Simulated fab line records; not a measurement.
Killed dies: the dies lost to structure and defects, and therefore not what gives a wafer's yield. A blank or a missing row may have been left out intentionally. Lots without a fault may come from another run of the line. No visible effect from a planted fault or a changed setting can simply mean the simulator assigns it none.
A lot that was struck, set against a sound lot / flow n5-finfet / 17 out of 1938 route steps
Sound: wafers L803.1, L803.5, L803.6. Struck: wafers L812.2, L812.4 (left out: L812.1, a lot-mate that was not struck); the cause follows at the end.
At each step with rows: each side's tool, then ch and its chambers, then its first start. Under that, the readings that differ: sound wafers / struck wafers / difference of the means / sigmas: that difference in standard deviations of wafers without a fault.
alike: readings with means less than 2 such deviations apart, plus words and numbers identical on both sides. not compared: withheld readings, readings lacking a value on some wafer, bounds such as >300 that could conceal the same value, and numbers that have no deviation in the record and whose values overlap.
The two part at a step that has a row with sigmas, a row that says differs or no value, or rows on one side only. When numbers do not overlap yet have no deviation, they are printed without sigmas and do not part them. A reading that every wafer of one side lacks parts them only if that side has two wafers or more.

first, 3 steps without rows for these wafers: N5_BEOL_M5_ANNEAL_89 (time 1800 s); N5_BEOL_M5_SPUTTER_90 (material Cu, target thk 4.5 nm, time 8.29 s); N5_BEOL_M5_ECD_50 (material Cu, target thk 300 nm).
N5_BEOL_M5_ANNEAL_51: time 90 s.
  sound on rtp-anneal-02 ch 0, day 9 17:21; struck on rtp-anneal-01 ch 0, day 14 03:24
  alike: wafer_temp_C_max
N5_BEOL_M5_CMP_52: polishes, stops on SiCOH lowk, t overpolish 6.9 s, target thk 62 nm.
  sound on cmp-01 ch 0,1, day 9 17:47; struck on cmp-01 ch 1,3, day 14 03:44
reading=time-to-endpoint-s (s); sound=55 58 59; struck=67 66; difference=+9; sigmas=+3
  alike: barrier-field-endpoint-s, motor-current-A, overpolish-run-s
N5_BEOL_M5_THK_MEAS_53: measures by xrf.
  sound: film-metro-01 at day 9 18:03; struck: film-metro-02 at day 14 03:59
  alike: M5_THK
N5_BEOL_M5_PRE_CLEAN_77: time 15 s.
  sound on cvd-co-01 ch 0,1, day 9 18:05; struck on cvd-co-02 ch 0,1, day 14 04:02
  alike: heater-power-w
N5_BEOL_M5_CO_CAP_78: material Co, precursor CCTBA/H2, target thk 2 nm, time 102.1 s.
  sound on cvd-co-01 ch 0,1, day 9 18:08; struck on cvd-co-02 ch 0,1, day 14 04:04
  alike: heater-power-w
then, 1 step without rows for these wafers: N5_BEOL_M5_PRE_CLEAN_55 (time 15 s).
N5_BEOL_M5_DEP_56: deposits SiCN from 3MS/NH3, target thk 8 nm, time 14 s.
  sound on pecvd-01 ch 0,1,2, day 9 18:14; struck on pecvd-03 ch 1,2, day 14 04:11
  alike: showerhead-plenum-p-Torr, throttle-valve-pct
N5_BEOL_M5_RS_MEAS_57: uses a four-point probe to measure.
  sound: film-metro-01 at day 9 18:19; struck: film-metro-01 at day 14 04:15
  alike: M5_RS
N5_BEOL_M5_INSPECT_58: inspects for defects (darkfield).
  sound: defect-inspect-01 at day 9 18:20; struck: defect-inspect-01 at day 14 04:17
  alike: raw-defect-count
N5_BEOL_M6_ILD_DEP_00: deposits SiCOH lowk from DEMS/porogen, target thk 179.75 nm, time 33.4 s.
  sound on pecvd-02 ch 0,1,2, day 9 18:22; struck on pecvd-02 ch 1, day 14 04:19
  alike: heater-power-w, showerhead-plenum-p-Torr, throttle-valve-pct
then, 1 step without rows for these wafers: N5_BEOL_M6_CURE_74 (cures SiCOH lowk, time 240 s).
N5_BEOL_M6_THK_MEAS_01:
  sound: film-metro-01 at day 9 18:57; struck: film-metro-01 at day 14 04:53
reading=M6_ILD_THK (nm); sound=153.7 154.5 156.6; struck=138.1 141.8; difference=-15.0; sigmas=-6
then, 1 step without rows for these wafers: N5_BEOL_M6_PECVD_70 (deposits SiO2 from TEOS/O2, target thk 20 nm, time 22.7 s).
-- the record jumps here: 5 days lie between the struck wafers' starts before and after (it left off in module BEOL_M6 and takes up again in module PASSIVATION, whose first step shown is number 1936 of the route) --
N5_PASSIVATION_PROBE_49:
  record: rows for the struck wafers here (prober-02, day 18 17:07), none for the sound ones

## WHERE THEY PART
First at N5_BEOL_M5_CMP_52; last, within this record, at N5_PASSIVATION_PROBE_49.

WHY: what had been put in by the simulator
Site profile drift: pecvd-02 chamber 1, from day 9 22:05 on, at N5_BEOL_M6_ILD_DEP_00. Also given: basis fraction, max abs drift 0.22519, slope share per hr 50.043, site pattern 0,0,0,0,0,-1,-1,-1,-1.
